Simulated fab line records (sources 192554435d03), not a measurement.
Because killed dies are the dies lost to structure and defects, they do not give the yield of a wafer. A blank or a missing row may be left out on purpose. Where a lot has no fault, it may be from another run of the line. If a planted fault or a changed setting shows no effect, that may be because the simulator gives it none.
Matching of chambers -- flow n5-finfet -- 3 sister chambers for N5_BEOL_M8_PECVD_70 on pecvd-02
The step deposits SiO2 from TEOS/O2, target thk 20 nm, time 22.7 s. 6 wafers are shown with their chamber, then 8 later ones without.

== WAFERS, EACH WITH ITS CHAMBER ==
wafer,chamber,showerhead-plenum-p-Torr (Torr),heater-power-w (W)
L082.1,0,8.82,734
L082.3,2,8.74,694
L082.4,1,8.77,658
L082.5,2,8.75,707
L082.6,0,8.84,723
L090.1,1,8.76,667

== WAFERS WHOSE CHAMBER IS MISSING ==
wafer,showerhead-plenum-p-Torr (Torr),heater-power-w (W)
L090.5,8.82,862
L090.6,8.75,664
L096.1,8.74,608
L096.2,8.78,588
L096.3,8.85,786
L096.4,8.75,564
L096.5,8.82,803
L096.6,8.77,603

== EACH ONE'S CHAMBER ==
wafer,from the rows above,in truth
L090.5,0,0
L090.6,1,1
L096.1,1,1
L096.2,1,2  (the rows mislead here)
L096.3,0,0
L096.4,1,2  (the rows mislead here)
L096.5,0,0
L096.6,1,1
Correct placement for 6 of the 8. Left unplaced by these rows: 0. Wrongly placed: 2.
How it was worked out, from the rows above alone: a wafer's distance from a chamber is the root of the sum, over the readings, of the square of ((its reading less the chamber's mean) divided by the reading's scatter). The wafer belongs to the nearest chamber; if the next one is less than 2 further off, it can't be placed. The mean given for a chamber averages the wafers shown for that chamber. How the scatter is found: for the shown wafers, subtract from each reading the mean of its chamber, square and add these, divide the total by (wafers less chambers), then take the root.
